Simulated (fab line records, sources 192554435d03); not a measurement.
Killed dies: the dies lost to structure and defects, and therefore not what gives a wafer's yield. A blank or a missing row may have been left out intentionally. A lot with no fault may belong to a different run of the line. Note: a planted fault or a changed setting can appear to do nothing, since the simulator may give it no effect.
8D (eight disciplines) problem report, filled in by code    flow n5-finfet    the parts of the form that need people (team, actions taken, sign-off) are left out

== 1. WHAT WENT WRONG ==
At N5_BEOL_M9_OCD_MEAS_38, trench-depth-nm averages 136.2 nm over 2 wafers from 2 lots, while fault-free wafers read 152.2 nm, standard deviation 2.1. Measured from the usual mean, that is -7.6 standard deviations.
First seen on wafer L732.2, day 13 12:33, on ocd-02. Wafers with a number at this step in the record: 24, from 8 lots. By rule, "out" or "out of limits" means more than 4 standard deviations away from the usual mean. The other wafers with a number count as sound.

== 2. WHAT IT IS AND WHAT IT IS NOT ==
question                     is                 is not
which readings at this step  trench-depth-nm    -
which lots                   L732, L735         L721, L722, L726, L729, L740, L741
which wafers of those lots   L732.2, L735.3     L732.1, L732.3, L735.2, L735.6
read on which gauges         ocd-02             ocd-01
when                         from day 13 12:33  up to then (14 sound wafers); but 8 sound wafers of L735, L740, L741 came after

== 3. SUSPECTS, AND WHAT RULES EACH OUT ==
Counting: if a tool at a process step up to the reading ran every lot that is out, it stays a suspect. Sound lots after the first of them don't rule it out here, since some wafers of a struck lot are sound.
- the gauge at N5_BEOL_M9_OCD_MEAS_38 is ruled out. All the wafers that are out were read on ocd-02, but those of them that N5_BEOL_M9_TRENCH_ETCH_37 has rows for are out there too, on other tools.
- rie-diel-03 at N5_BEOL_M9_ETCH_76 (etches underlayer in N2/H2, target depth 6.5 nm, time 5.2 s): kept. Every lot that is out went through it, the first being L732 (day 13 12:08); the last sound lot it ran before that was L726 (day 11 19:43).
- rie-diel-03 at N5_BEOL_M9_TRENCH_ETCH_37 (etches SiCOH lowk in C4F6/O2, target depth 151.43 nm, time 49 s): kept. Every lot that is out went through it, the first being L732 (day 13 12:23); the last sound lot it ran before that was L726 (day 11 19:58). Out on those wafers are its own readings of oes_f_703_au, rf-fwd-power-W, rf-vpp-V.
- In rie-diel-03 at N5_BEOL_M9_ETCH_76, the wafers that are out were processed in chamber 1 and their sound lot-mates in chambers 0, 3.
- In rie-diel-03 at N5_BEOL_M9_TRENCH_ETCH_37, the wafers that are out were processed in chamber 1 and their sound lot-mates in chambers 0, 3.
What counting leaves: rie-diel-03 at N5_BEOL_M9_ETCH_76 and rie-diel-03 at N5_BEOL_M9_TRENCH_ETCH_37.

== 4. THE CAUSE (what the simulator had put in) ==
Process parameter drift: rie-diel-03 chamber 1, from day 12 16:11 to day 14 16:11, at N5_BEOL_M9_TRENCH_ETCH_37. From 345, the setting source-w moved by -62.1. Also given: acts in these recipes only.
Of the 2 suspects that counting leaves, this tool is one.

== 5. THE EFFECT CHAIN, in route order ==
Each row: a reading where the mean over the struck wafers with a number is more than 3 standard deviations away from the usual. Only readings for which the record gives a usual standard deviation are gone through. hours: the time from each lot's start at the first step in this table that gives one to its start at this step, as a median over the lots. sigmas: the change in usual standard deviations.
hours  step                       reading          usual          on struck wafers  change   sigmas
0      N5_BEOL_M9_TRENCH_ETCH_37  oes_f_703_au     0.81 a.u.      0.56              -0.25    -4.3
0      N5_BEOL_M9_TRENCH_ETCH_37  oes_o_777_au     0.81 a.u.      0.57              -0.24    -3.9
0      N5_BEOL_M9_TRENCH_ETCH_37  rf-fwd-power-W   341.8 W        278.9             -62.9    -39
0      N5_BEOL_M9_TRENCH_ETCH_37  rf-vpp-V         668 V          738               +70      +14
0      N5_BEOL_M9_OCD_MEAS_38     trench-depth-nm  152.2 nm       136.2             -16.0    -7.6
3      N5_BEOL_M9_THK_MEAS_53     M9_THK           142.0 nm       124.8             -17.2    -6.9
4      N5_BEOL_M9_RS_MEAS_57      M9_RS            0.1503 ohm/sq  0.1735            +0.0232  +8.6
It contains these process steps:
- N5_BEOL_M9_TRENCH_ETCH_37: etches SiCOH lowk in C4F6/O2, target depth 151.43 nm, time 49 s.

== 6. WHAT WOULD HAVE CAUGHT IT SOONER ==
20 hours passed between the start of the fault at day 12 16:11 and the first reading out of limits at a measuring or inspecting step in this record, taken at day 13 12:33.
The tool's own readings at N5_BEOL_M9_TRENCH_ETCH_37 were out on every struck wafer that the step has a row for (oes_f_703_au, rf-fwd-power-W, rf-vpp-V): an alarm limit on them would have fired on the first of those.
Among the 2 lots that are out, L735 began N5_BEOL_M9_TRENCH_ETCH_37 on rie-diel-03 after day 13 12:33. A tool hold placed at that time would have kept it from harm.
